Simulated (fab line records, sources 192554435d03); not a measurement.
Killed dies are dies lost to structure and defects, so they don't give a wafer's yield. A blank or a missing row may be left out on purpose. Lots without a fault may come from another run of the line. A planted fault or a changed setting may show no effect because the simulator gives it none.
Chamber matching | flow n5_finfet | N5_HKMG_FIN_ALD_79 on ald_metal-03: 4 sister chambers
The step deposits TiN, target thk 1.5 nm, pulse time 1 s, purge time 3 s. 8 wafers are shown with their chamber, then 12 later ones without.

WAFERS WITH THEIR CHAMBER
wafer  | chamber | heater_power_w (W) | precursor_pulse_height_rel
L083.1 | 1       | 862                | 1.029
L083.5 | 1       | 853                | 1.046
L085.3 | 2       | 889                | 1.006
L087.5 | 3       | 840                | 1.029
L087.6 | 0       | 852                | 0.993
L088.1 | 3       | 872                | 0.973
L088.2 | 0       | 851                | 0.990
L088.3 | 2       | 906                | 1.014

WAFERS WITHOUT THEIR CHAMBER
wafer  | heater_power_w (W) | precursor_pulse_height_rel
L088.4 | 865                | 1.025
L088.5 | 913                | 1.026
L088.6 | 867                | 1.027
L090.2 | 846                | 0.999
L090.4 | 857                | 0.997
L090.6 | 900                | 0.994
L097.1 | 901                | 1.005
L097.2 | 878                | 0.984
L097.3 | 848                | 0.989
L097.4 | 807                | 0.969
L097.5 | 844                | 1.020
L097.6 | 911                | 0.996

WHICH CHAMBER EACH WENT THROUGH
wafer  | from the rows above               | in truth
L088.4 | can't be placed: 1 or 3 or 0 or 2 | 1
L088.5 | 2                                 | 2
L088.6 | can't be placed: 1 or 3 or 0 or 2 | 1
L090.2 | can't be placed: 0 or 3 or 1      | 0
L090.4 | can't be placed: 3 or 0 or 1      | 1
L090.6 | 2                                 | 2
L097.1 | 2                                 | 2
L097.2 | can't be placed: 3 or 2 or 0 or 1 | 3
L097.3 | can't be placed: 0 or 3           | 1
L097.4 | can't be placed: 0 or 3 or 1      | 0
L097.5 | can't be placed: 3 or 1 or 0      | 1
L097.6 | 2                                 | 2
Placed correctly: 4 of 12. Can't be placed from these rows: 8 (the true chamber is among the candidates in 7). Placed wrongly: 0.
How it was worked out, from the rows above alone: a wafer's distance from a chamber is the root of the sum, over the readings, of the square of ((its reading less the chamber's mean) divided by the reading's scatter). The wafer belongs to the nearest chamber; if the next one is less than 2 further off, it can't be placed. A chamber's mean is the mean of its shown wafers. The scatter: the root of (the sum of the squares of (reading less its chamber's mean) over the shown wafers, divided by (wafers less chambers)).
